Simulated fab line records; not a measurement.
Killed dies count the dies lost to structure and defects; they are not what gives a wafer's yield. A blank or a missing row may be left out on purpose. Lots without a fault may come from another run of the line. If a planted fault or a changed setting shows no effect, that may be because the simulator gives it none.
fab line records	flow n5-finfet
record: lots: 6	wafers: 18	last-day: 19
route steps=1938 shown HKMG_FIN@454 GATE_CUT@465 BEOL_M4@1111 PASSIVATION@1936
lots that met no fault: taken from a fault-free run of the same line
start-h: the number of hours between the record's first day and the start of the first shown wafer of the lot	wait-h: hours elapsed since this lot's preceding step	" repeats the value in the row above	L1.1+2: several wafers, shown together as one row	- either no value or no given start	* or withheld: withheld	< > ~ a bound
route shown NAME@n: a module of which the file shows steps, and the number in the route of the first	usual: mean and standard deviation over wafers with no fault	same: alike in all rows	chamber/n: place in a boat	sites: readings site by site	_std_site: standard deviation of those values	_edge_site: the outer-site mean with the inner-site mean subtracted	radius-mm: how far each site lies from the wafer's centre	mask NAME#n: copy n	behind: the tool/chamber that last shaped the wafer	hold: reason for holding the lot/hours on hold/outcome of the hold	device: names the non-switching transistor (n, p or np)	end of line: tests run on the same wafers once the route is complete	for a step that has no rows: nothing shown but its recipe	killed: the dies lost at the first sort to structure and to defects; this is not the yield of the wafer	map: per-die view of a wafer (x killed, . not killed, _ where there is no die)
set.NAME: the setting as run; set.NAME@STEP: as run at that earlier step	model.NAME: the simulator's own value behind a step, which no gauge read
a table for each step, a row for each wafer; lots at some steps of the route
services: a tool's chamber out of use, with start hour (start-h, from the record's first day; less than 0 if before it), hours out, and reason
== steps ==
step: N5_HKMG_FIN_ETCHBACK_68
recipe: chemistry: Cl2/Ar	stop-on: HfO2	target-depth-a: 5	pressure-mtorr: 10	icp-w: 600	bias-w: 60	Cl2_flow_sccm: 40	Ar_flow_sccm: 60
step: N5_HKMG_FIN_STRIP_69
recipe: chemistry: N2/H2	power-w: 2500	temp-c: 300	h2-frac: 0.65	time-s: 360	pressure-mtorr: withheld	n2-flow-sccm: 1750	h2-flow-sccm: 3250
step: N5_HKMG_FIN_ALD_21
recipe: material: TiN	target-thk-a: 15	temp-c: 400	ald-precursor-family: TiCl4	ald-co-reactant: NH3	pulse-time-s: 1	purge-time-s: 3	co-reactant-purge-time-s: 2	co-reactant-pulse-time-s: 2	ald-cycles: 68	pressure-torr: 3
usual: heater-power-w: 848/78	precursor-pulse-height-rel: 0.999/0.019
same: ald-cycles: 68	co-reactant-purge-time-s: 2
lot.wafer	tool	chamber	start-h	wait-h	heater-power-w	precursor-pulse-height-rel
L958.1	ald-metal-03	2	82.12	0.3	881	1.018
L958.3	"	0	"	"	898	1.028
L958.4	"	3	"	"	853	0.986
L960.1	ald-metal-02	3	93.57	0.3	905	0.970
L960.3	"	0	"	"	739	1.008
L960.5	"	1	"	"	743	0.989
L964.2	ald-metal-02	0	116.51	0.3	748	0.997
L964.4	"	2	"	"	766	0.970
L964.5	"	3	"	"	943	1.054
L972.1	ald-metal-02	2	166.99	0.3	777	0.997
L972.5	"	1	"	"	727	0.981
L972.6	"	0	"	"	730	0.985
L977.1	ald-metal-03	0	192.25	0.3	907	1.004
L977.2	"	3	"	"	842	0.994
L977.5	"	1	"	"	866	1.007
L979.2	ald-metal-03	1	209.85	0.3	876	1.031
L979.3	"	2	"	"	898	0.998
L979.6	"	2	"	"	890	1.019
step: N5_HKMG_FIN_ALD_72
recipe: material: W	target-thk-a: 20	temp-c: 300	pressure-torr: 7.5	ald-precursor-family: WF6	ald-co-reactant: B2H6	pulse-time-s: 1	purge-time-s: 2	co-reactant-purge-time-s: 2	co-reactant-pulse-time-s: 3	ald-cycles: 7
usual: heater-power-w: 474/52	precursor-pulse-height-rel: 0.998/0.021
same: ald-cycles: 7	co-reactant-purge-time-s: 2
lot.wafer	tool	chamber	start-h	wait-h	heater-power-w	precursor-pulse-height-rel
L958.1	cvd-w-01	1	82.48	0.2	440	1.012
L958.3	"	1	"	"	454	0.982
L958.4	"	0	"	"	442	0.985
L960.1	cvd-w-02	0	93.93	0.2	456	1.009
L960.3	"	0	"	"	454	1.002
L960.5	"	1	"	"	575	1.022
L964.2	cvd-w-01	1	116.87	0.2	463	1.024
L964.4	"	0	"	"	421	0.972
L964.5	"	1	"	"	457	1.013
L972.1	cvd-w-02	1	167.35	0.2	569	0.990
L972.5	"	0	"	"	459	0.976
L972.6	"	1	"	"	578	0.999
L977.1	cvd-w-02	1	192.61	0.2	573	0.965
L977.2	"	0	"	"	455	0.993
L977.5	"	1	"	"	562	0.988
L979.2	cvd-w-02	1	210.22	0.2	565	0.967
L979.3	"	1	"	"	572	0.964
L979.6	"	1	"	"	553	1.029
step: N5_HKMG_FIN_W_FILL_22
recipe: material: W	target-thk-a: 600	temp-c: 400	pressure-torr: 39.4	time-s: 18.2
step: N5_HKMG_FIN_PRECLEAN_83
recipe: chemistry: DIW	time-s: 57.5	temp-c: 23
step: N5_HKMG_FIN_SRD_84
recipe: dry-time-s: 32	dry: n2-spin	spin-rpm: 1500
step: N5_HKMG_FIN_CMP_23
recipe: stop-on: SiNx	t-overpolish-s: 10	post-cmp-clean: rinse-only	down-force-psi: 4	platen-rpm: 50.289	pad-velocity-m-s: 1.0006	target-thk-nm: 46.326
usual: motor-current-A: 12.5/1.3	overpolish-run-s: 10.001/0.0099	platen-rpm: 50.29/0.037	slurry-flow-ml-min: 150.0/0.5	time-to-endpoint-s: 11.0/2.1
lot.wafer	tool	chamber	start-h	wait-h	motor-current-A	overpolish-run-s	platen-rpm	slurry-flow-ml-min	time-to-endpoint-s
L958.1	cmp-02	2	82.93	0.3	11.8	10.031	50.28	149.4	11.3
L958.3	"	3	"	"	13.9	9.987	50.27	150.6	10.2
L958.4	"	0	"	"	12.9	9.985	50.29	149.5	13.0
L960.3	cmp-01	2	94.10	0.0	9.7	9.990	50.30	150.8	10.2
L960.1	"	1	"	"	10.5	9.994	50.28	150.4	6.3
L960.5	"	2	"	"	10.3	10.009	50.27	150.5	9.5
L964.4	cmp-03	3	117.04	0.0	11.9	10.012	50.29	150.1	9.8
L964.2	"	1	"	"	10.6	10.014	50.28	150.9	9.0
L964.5	"	0	"	"	13.7	10.022	50.27	149.0	11.9
L972.1	cmp-03	1	167.76	0.3	11.6	10.011	50.31	151.3	10.0
L972.5	"	2	"	"	12.9	9.992	50.32	149.6	8.7
L972.6	"	3	"	"	11.6	10.005	50.32	150.4	11.3
L977.2	cmp-03	1	192.78	0.0	11.4	10.007	50.31	150.7	12.0
L977.1	"	3	"	"	11.5	10.004	50.23	150.7	14.0
L977.5	"	2	"	"	12.9	10.003	50.29	149.9	11.5
L979.3	cmp-01	2	210.39	0.0	10.4	9.982	50.34	150.6	14.4
L979.2	"	1	"	"	10.1	9.990	50.32	150.5	12.2
L979.6	"	2	"	"	10.0	10.012	50.38	150.5	12.4
step: N5_HKMG_FIN_CMP_94
recipe: stop-on: SiNx	post-cmp-clean: w-dilute-nh4oh	t-overpolish-s: 4.7	down-force-psi: 4	platen-rpm: 50.289	pad-velocity-m-s: 1.0006	target-thk-nm: 43.299
usual: motor-current-A: 12.5/1.3	platen-rpm: 50.29/0.034	slurry-flow-ml-min: 150.0/0.52
lot.wafer	tool	chamber	start-h	wait-h	motor-current-A	platen-rpm	slurry-flow-ml-min
L958.1	cmp-02	2	83.36	0.3	11.9	50.30	151.2
L958.3	"	3	"	"	14.2	50.26	149.5
L958.4	"	0	"	"	12.0	50.24	149.7
L960.3	cmp-01	2	94.58	0.4	10.1	50.27	150.4
L960.1	"	1	"	"	10.4	50.26	149.9
L960.5	"	2	"	"	10.0	50.31	149.9
L964.4	cmp-03	3	117.52	0.4	10.9	50.28	150.2
L964.2	"	1	"	"	11.1	50.23	149.9
L964.5	"	0	"	"	13.2	50.27	150.5
L972.1	cmp-03	1	168.09	0.2	11.3	50.28	150.3
L972.5	"	2	"	"	12.6	50.37	149.3
L972.6	"	3	"	"	11.9	50.26	150.6
L977.2	cmp-03	1	193.26	0.4	11.8	50.23	150.2
L977.1	"	3	"	"	11.3	50.30	150.3
L977.5	"	2	"	"	13.0	50.27	149.7
L979.3	cmp-01	2	210.87	0.4	10.6	50.29	150.0
L979.2	"	1	"	"	10.5	50.33	150.5
L979.6	"	2	"	"	10.6	50.32	150.0
step: N5_HKMG_FIN_INSPECT_28
recipe: inspect-instrument: darkfield	mode: post-cmp
usual: raw-defect-count: 40/19
lot.wafer	tool	chamber	start-h	wait-h	raw-defect-count
L958.1	defect-inspect-02	-	83.56	0.0	18
L958.3	"	-	"	"	20
L958.4	"	-	"	"	17
L960.1	defect-inspect-02	-	94.82	0.0	32
L960.3	"	-	"	"	27
L960.5	"	-	"	"	49
L964.2	defect-inspect-02	-	117.76	0.0	33
L964.4	"	-	"	"	42
L964.5	"	-	"	"	61
L972.1	defect-inspect-02	-	168.23	0.0	21
L972.5	"	-	"	"	24
L972.6	"	-	"	"	22
L977.1	defect-inspect-01	-	193.50	0.0	34
L977.2	"	-	"	"	38
L977.5	"	-	"	"	27
L979.2	defect-inspect-02	-	211.10	0.0	22
L979.3	"	-	"	"	26
L979.6	"	-	"	"	23
step: N5_GATE_CUT_ETCHBACK_00
recipe: chemistry: SF6/Cl2	target: W	pressure-mtorr: 8	icp-w: 900	bias-w: 80	SF6_flow_sccm: 40	Cl2_flow_sccm: 60
step: N5_GATE_CUT_ETCH_56
recipe: chemistry: Cl2/Ar	target: TiN	target-depth-a: 216	pressure-mtorr: 10	icp-w: 600	bias-w: 60	Cl2_flow_sccm: 40	Ar_flow_sccm: 60
usual: chamber-pressure-mTorr: 10.001/0.0088	drypump-motor-current-A: 5.4/0.41	mfc-ar-sccm: 59.97/0.16	mfc-cl2-sccm: 40.01/0.13	oes-product-au: 0.72/0.062	throttle-valve-pct: 20.97/0.26
lot.wafer	tool	chamber	start-h	wait-h	chamber-pressure-mTorr	drypump-motor-current-A	mfc-ar-sccm	mfc-cl2-sccm	oes-product-au	rf-hours-counter-h	throttle-valve-pct	model.etch.depth-nm
L958.1	rie-metal-01	1	83.71	0.1	10.012	5.4	60.31	39.88	0.83	29	20.97	21.71
L958.3	"	1	"	"	10.002	5.4	60.08	39.86	0.83	-	21.00	21.46
L958.4	"	0	"	"	9.992	6.2	60.04	40.14	0.68	-	20.60	21.15
L960.1	rie-metal-03	0	94.97	0.1	9.994	5.2	59.82	40.03	0.71	74	21.27	22.04
L960.3	"	0	"	"	9.988	5.2	60.00	39.99	0.72	-	21.28	22.18
L960.5	"	1	"	"	9.994	5.1	59.91	39.85	0.72	-	20.67	22.27
L964.2	rie-metal-02	0	117.91	0.1	10.003	5.2	60.15	40.15	0.65	98	21.20	21.26
L964.4	"	0	"	"	9.997	5.2	59.93	39.94	0.66	-	21.19	21.35
L964.5	"	1	"	"	10.014	6.1	59.94	39.81	0.84	-	20.92	21.23
L972.1	rie-metal-03	0	168.39	0.1	9.995	5.2	60.07	53.44	0.72	81	22.88	22.79
L972.5	"	1	"	"	9.999	5.1	60.01	53.27	0.73	-	22.28	23.18
L972.6	"	0	"	"	10.002	5.2	59.79	53.42	0.71	-	22.90	22.68
L977.1	rie-metal-03	0	193.65	0.1	9.996	5.2	59.93	53.57	0.71	84	22.91	22.78
L977.2	"	1	"	"	10.007	5.1	60.18	53.66	0.72	87	22.29	22.99
L977.5	"	1	"	"	10.004	5.1	60.29	53.40	0.71	-	22.29	23.03
L979.2	rie-metal-02	1	211.25	0.1	10.013	6.1	59.83	40.09	0.82	24	20.92	21.26
L979.3	"	0	"	"	9.992	5.1	59.67	40.16	0.65	-	21.21	21.48
L979.6	"	0	"	"	10.009	5.1	59.58	40.23	0.65	-	21.22	21.4
step: N5_GATE_CUT_ETCHBACK_30
recipe: chemistry: Cl2/Ar	target: TiN	target-depth-a: 30	mode: isotropic	pressure-mtorr: 10	icp-w: 600	bias-w: 60	Cl2_flow_sccm: 40	Ar_flow_sccm: 60
usual: chamber-pressure-mTorr: 9.999/0.0083	drypump-motor-current-A: 5.4/0.41	mfc-ar-sccm: 60.01/0.18	oes-product-au: 0.72/0.062	throttle-valve-pct: 20.97/0.26
lot.wafer	tool	chamber	start-h	wait-h	chamber-pressure-mTorr	drypump-motor-current-A	mfc-ar-sccm	oes-product-au	rf-hours-counter-h	throttle-valve-pct
L958.1	rie-metal-01	1	83.80	0.1	9.997	5.5	60.05	0.84	29	20.98
L958.3	"	1	"	"	9.996	5.5	60.11	0.83	-	20.98
L958.4	"	0	"	"	10.002	6.1	60.02	0.69	-	20.60
L960.1	rie-metal-03	0	95.06	0.1	9.995	5.2	59.98	0.72	74	21.27
L960.3	"	0	"	"	10.013	5.3	60.05	0.72	-	21.28
L960.5	"	1	"	"	9.993	5.1	59.84	0.72	-	20.66
L964.2	rie-metal-02	0	118.00	0.1	9.999	5.1	59.97	0.65	98	21.21
L964.4	"	0	"	"	10.013	5.1	60.01	0.66	-	21.19
L964.5	"	1	"	"	10.002	6.1	60.03	0.85	-	20.93
L972.1	rie-metal-03	0	168.48	0.1	9.996	5.2	60.16	0.71	81	21.29
L972.5	"	1	"	"	10.000	5.1	59.84	0.70	-	20.72
L972.6	"	0	"	"	10.003	5.3	60.06	0.70	-	21.29
L977.1	rie-metal-03	0	193.74	0.1	10.009	5.2	60.06	0.70	84	21.29
L977.2	"	1	"	"	9.989	5.1	60.33	0.70	87	20.71
L977.5	"	1	"	"	10.008	5.1	60.19	0.69	-	20.68
L979.2	rie-metal-02	1	211.34	0.1	9.995	6.1	59.96	0.81	24	20.96
L979.3	"	0	"	"	9.994	5.1	60.20	0.65	-	21.21
L979.6	"	0	"	"	10.001	5.1	60.05	0.64	-	21.23
step: N5_BEOL_M4_RC_MEAS_101
usual: DIBL_N: 36.6/1.9	DIBL_P: 36.7/2.2	IOFF_N: 0.16/0.035	IOFF_P: 0.22/0.038	ION_N: 672/14	ION_P: 462/8.3	SS_N: 71.6/0.65	SS_P: 73.5/0.72	VT_N: 250/3.5	VT_P: -250/3.1
lot.wafer	tool	chamber	start-h	wait-h	DIBL_N[mV/V]	DIBL_P[mV/V]	IOFF_N[nA/um]	IOFF_P[nA/um]	ION_N[uA/um]	ION_P[uA/um]	SS_N[mV/dec]	SS_P[mV/dec]	VT_N[mV]	VT_P[mV]
L958.1	prober-01	0	203.02	0.0	35.1	34.5	0.13	0.21	656	468	70.6	73.1	254	-248
L958.3	"	0	"	"	36.3	36.1	0.15	0.23	659	457	70.9	73.7	251	-249
L958.4	"	0	"	"	35.1	35.1	0.13	0.21	661	465	71.3	73.3	254	-249
L960.1	prober-02	0	218.22	0.0	32.9	32.0	0.11	0.17	673	468	70.0	72.3	252	-248
L960.3	"	0	"	"	35.2	35.0	0.13	0.21	657	465	70.7	72.8	253	-245
L960.5	"	0	"	"	35.5	35.4	0.14	0.22	659	463	70.8	73.1	251	-247
L964.2	prober-02	0	226.61	0.2	34.6	34.5	0.13	0.19	665	456	71.6	73.2	252	-251
L964.4	"	0	"	"	37.6	39.3	0.20	0.27	708	481	72.0	75.1	247	-246
L964.5	"	0	"	"	34.7	34.1	0.14	0.18	654	457	71.1	73.0	252	-252
L972.1	prober-02	0	279.58	0.0	35.7	36.3	0.14	0.20	675	469	72.0	73.0	254	-251
L972.5	"	0	"	"	35.3	36.2	0.14	0.20	676	470	70.9	72.9	252	-250
L972.6	"	0	"	"	37.5	39.4	0.17	0.24	663	452	71.9	74.2	250	-249
L977.1	prober-02	0	296.96	0.0	35.7	35.6	0.14	0.19	666	459	71.1	73.4	252	-253
L977.2	"	0	"	"	33.6	33.6	0.12	0.18	673	462	71.0	72.5	252	-250
L977.5	"	0	"	"	36.5	37.2	0.16	0.22	676	467	71.4	73.3	250	-251
L979.2	prober-02	0	326.46	0.2	37.6	36.4	0.17	0.23	691	474	71.6	72.2	250	-249
L979.3	"	0	"	"	36.2	34.1	0.14	0.19	658	453	71.8	72.1	253	-253
L979.6	"	0	"	"	39.4	38.0	0.21	0.27	677	462	72.8	73.4	247	-249
step: N5_PASSIVATION_PROBE_49
usual: defect-limited-yield: 91.6/1.4	killed_at_M0_to_M3: 35/10	killed_at_M4_up: 13/4.8	killed-at-contacts: 12/7.2	killed-at-front-end: 36/12	killed-at-other: 4/3.1	killed-dies: 100/17	killed-open: 66/13	killed-short: 32/7.3	sort_bin_5_function: 5.0/0.94	sort_bin_6_memory: 3.1/0.67	sort-n-pass: 1080/17	sort-yield-pct: 91.6/1.4
same: gross-dies: 1180	killed-at-back-side: 0	sort_bin_4_leakage[%]: 0	sort_bin_8_speed[%]: 0
lot.wafer	tool	chamber	start-h	wait-h	defect-limited-yield[%]	killed_at_M0_to_M3	killed_at_M4_up	killed-at-contacts	killed-at-front-end	killed-at-other	killed-dies	killed-open	killed-short	sort_bin_5_function[%]	sort_bin_6_memory[%]	sort-n-pass	sort-yield-pct[%]
L964.2	prober-02	-	342.26	0.1	91.0	40	12	15	37	2	106	77	27	5.1	3.4	1074	91.0
L964.4	prober-02	-	342.36	0.2	91.6	43	8	5	37	6	99	68	30	5.2	2.9	1081	91.6
L964.5	prober-02	-	342.41	0.2	93.5	30	6	5	29	7	77	52	22	3.9	2.3	1103	93.5
L960.1	prober-01	-	347.61	0.0	91.9	43	12	5	27	8	95	67	26	5.1	2.8	1085	91.9
L960.3	prober-01	-	347.71	0.1	90.3	24	15	9	65	2	115	69	46	5.9	3.1	1065	90.3
L960.5	prober-01	-	347.81	0.2	92.3	31	8	5	34	13	91	66	24	4.7	2.7	1089	92.3
L972.1	prober-02	-	407.17	0.0	92.1	39	18	6	28	2	93	72	19	4.8	2.9	1087	92.1
L972.5	prober-02	-	407.37	0.2	90.3	49	14	11	38	2	114	77	36	6.0	3.1	1066	90.3
L972.6	prober-02	-	407.42	0.3	93.6	30	22	5	18	0	75	52	22	4.3	1.9	1105	93.6
killed by level:class
L964.2 BEOL_M3:geometric-particle:open=15 MOL_CONTACT_COAG:geometric-particle:open=13 BEOL_M0_SAQP:geometric-particle:short=8 BEOL_M1:geometric-particle:open=7 FIN_SAQP:geometric-particle:open=6 DUMMY_GATE:geometric-particle:open=6 GATE_CUT:geometric-particle:short=6 GATE_CUT:geometric-particle:open=6
L964.4 STI_FIN_REVEAL:geometric-particle:open=17 BEOL_M0_SAQP:geometric-particle:open=9 BEOL_M1:geometric-particle:open=9 BEOL_M0_SAQP:geometric-particle:short=8 BEOL_M3:geometric-particle:open=6 DUMMY_GATE:geometric-particle:open=5 BEOL_M1:geometric-particle:short=5 BEOL_M2:geometric-particle:open=4
L964.5 BEOL_M3:geometric-particle:open=14 STI_FIN_REVEAL:geometric-particle:open=5 MOL_CONTACT_COAG:geometric-particle:open=5 GATE_CUT:geometric-particle:open=4 BEOL_M0_SAQP:geometric-particle:short=4 STARTING-WAFER:geometric-particle:short=4 FIN_SAQP:geometric-particle:open=3 BEOL_M0_SAQP:geometric-particle:open=3
L960.1 STI_FIN_REVEAL:geometric-particle:open=10 BEOL_M2:geometric-particle:open=10 BEOL_M3:geometric-particle:open=10 BEOL_M0_SAQP:geometric-particle:short=7 MOL_CONTACT_COAG:geometric-particle:open=5 BEOL_M0_SAQP:geometric-particle:open=5 BEOL_M1:geometric-particle:open=4 GATE_CUT:geometric-particle:short=3
L960.3 FIN_SAQP:geometric-particle:short=15 GATE_CUT:geometric-particle:short=11 FIN_SAQP:geometric-particle:open=10 STI_FIN_REVEAL:geometric-particle:open=10 BEOL_M0_SAQP:geometric-particle:short=6 MOL_CONTACT_COAG:geometric-particle:open=6 BEOL_M0:geometric-particle:open=6 BEOL_M1:geometric-particle:open=5
L960.5 BEOL_M3:geometric-particle:open=12 GATE_CUT:geometric-particle:open=7 BEOL_M0_SAQP:geometric-particle:short=7 FIN_SAQP:geometric-particle:open=6 STI_FIN_REVEAL:geometric-particle:open=6 GATE_CUT:geometric-particle:short=5 PASS1_CAP:geometric-particle:open=5 DUMMY_GATE:geometric-particle:open=4
L972.1 BEOL_M4:geometric-particle:open=12 BEOL_M0_SAQP:geometric-particle:open=9 BEOL_M3:geometric-particle:open=9 BEOL_M1:geometric-particle:open=7 BEOL_M0_SAQP:geometric-particle:short=6 BEOL_M2:geometric-particle:open=6 STI_FIN_REVEAL:geometric-particle:open=5 DUMMY_GATE:geometric-particle:open=5
L972.5 BEOL_M0_SAQP:geometric-particle:short=14 BEOL_M0_SAQP:geometric-particle:open=12 BEOL_M2:geometric-particle:open=12 FIN_SAQP:geometric-particle:open=10 STI_FIN_REVEAL:geometric-particle:open=7 MOL_CONTACT_COAG:geometric-particle:open=7 BEOL_M4:geometric-particle:open=6 MOL_CONTACT_COAG:geometric-particle:short=4
L972.6 BEOL_M4:geometric-particle:open=10 BEOL_M0_SAQP:geometric-particle:short=9 BEOL_M0_SAQP:geometric-particle:open=9 BEOL_M2:geometric-particle:open=6 MOL_CONTACT_COAG:geometric-particle:open=5 BEOL_M6:geometric-particle:open=4 GATE_CUT:geometric-particle:open=3 FIN_SAQP:geometric-particle:open=2
== services ==
tool	chamber	start-h	hours	kind
cmp-01	-	77.15	0.6	repair
cmp-03	-	81.09	2.1	repair
cmp-01	-	82.30	5.8	pm
ald-metal-02	-	87.21	0.3	repair
cmp-02	-	102.04	0.2	repair
cmp-02	-	105.39	0.4	repair
cmp-03	-	123.06	10.0	repair
rie-metal-02	-	138.03	1.4	pm
cmp-01	-	145.28	7.5	pm
cmp-01	-	164.61	0.9	repair
cmp-01	-	167.81	0.7	repair
rie-metal-02	-	175.96	1.2	repair
rie-metal-01	-	188.71	2.8	pm
cmp-02	-	194.05	4.0	pm
ald-metal-02	1	195.12	23.4	repair
cmp-02	-	198.05	-	consumable-replace:conditioner
cmp-02	-	198.05	-	consumable-replace:pad
cmp-03	-	200.62	13.4	pm
rie-metal-02	-	206.38	0.5	repair
== key ==
first-sign: step: N5_GATE_CUT_ETCH_56	reading: mfc-cl2-sccm	direction: up	sigmas: 99+	usual: 40.01	struck: 53.46
effect: step: N5_GATE_CUT_ETCH_56	reading: throttle-valve-pct	direction: up	sigmas: 6.3	usual: *	struck: *
model-effect: step: N5_GATE_CUT_ETCH_56	value: etch.depth-nm	without: 22.16	struck: 22.91
met-at N5_GATE_CUT_ETCH_56
struck-wafers L972.1,L972.5,L972.6,L977.1,L977.2,L977.5
onset-between 94.97 168.39
fault: kind: process-parameter-drift	tool: rie-metal-03	chamber: -	onset-h: 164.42	steps: N5_GATE_CUT_ETCH_56	channel: Cl2_flow_sccm	offset: 13.441	shape: step	end-h: 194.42	acts-in: these-recipes-only	stated: 40
